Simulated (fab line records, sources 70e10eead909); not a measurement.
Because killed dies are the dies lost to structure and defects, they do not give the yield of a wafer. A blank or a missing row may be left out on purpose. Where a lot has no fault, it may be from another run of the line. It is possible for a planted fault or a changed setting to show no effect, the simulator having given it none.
Matching of chambers :: flow nand_harc :: NHARC_P_BONDPAD_DEP_00 on pecvd-01: 3 sister chambers
The step deposits SiCN, target thk 250 nm. 3 wafers are shown with their chamber, then 10 later ones without.

== WAFERS PAIRED WITH THEIR CHAMBERS ==
wafer: L085.1
chamber: 1
heater_power_w (W): 543

wafer: L085.6
chamber: 0
heater_power_w (W): 505

wafer: L087.4
chamber: 2
heater_power_w (W): 548

== WAFERS MISSING THEIR CHAMBER ==
wafer: L087.6
heater_power_w (W): 555

wafer: L091.1
heater_power_w (W): 594

wafer: L091.4
heater_power_w (W): 510

wafer: L091.6
heater_power_w (W): 557

wafer: L097.2
heater_power_w (W): 626

wafer: L097.5
heater_power_w (W): 560

wafer: L097.6
heater_power_w (W): 649

wafer: L096.2
heater_power_w (W): 629

wafer: L096.4
heater_power_w (W): 484

wafer: L096.6
heater_power_w (W): 506

== EACH ONE'S CHAMBER ==
wafer: L087.6
from the rows above: can't be placed: 2 or 1 or 0
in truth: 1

wafer: L091.1
from the rows above: can't be placed: 2 or 1 or 0
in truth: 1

wafer: L091.4
from the rows above: can't be placed: 0 or 1 or 2
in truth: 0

wafer: L091.6
from the rows above: can't be placed: 2 or 1 or 0
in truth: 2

wafer: L097.2
from the rows above: can't be placed: 2 or 1 or 0
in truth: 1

wafer: L097.5
from the rows above: can't be placed: 2 or 1 or 0
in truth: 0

wafer: L097.6
from the rows above: can't be placed: 2 or 1 or 0
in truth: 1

wafer: L096.2
from the rows above: can't be placed: 2 or 1 or 0
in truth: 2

wafer: L096.4
from the rows above: can't be placed: 0 or 1 or 2
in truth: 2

wafer: L096.6
from the rows above: can't be placed: 0 or 1 or 2
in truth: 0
Placed correctly: 0 of 10. These rows do not allow placing 10 (true chamber among the candidates in 10). Number placed wrongly: 0.
How it was worked out, from the rows above alone: a wafer's distance from a chamber is the root of the sum, over the readings, of the square of ((its reading less the chamber's mean) divided by the reading's scatter). If the next closest chamber is less than 2 further off than the closest, the wafer can't be placed; otherwise it belongs to the closest. A chamber's mean is the mean of its shown wafers. The scatter: with one shown wafer a chamber, the root of the mean of the squares of how far each hidden wafer lies from its nearest shown one.
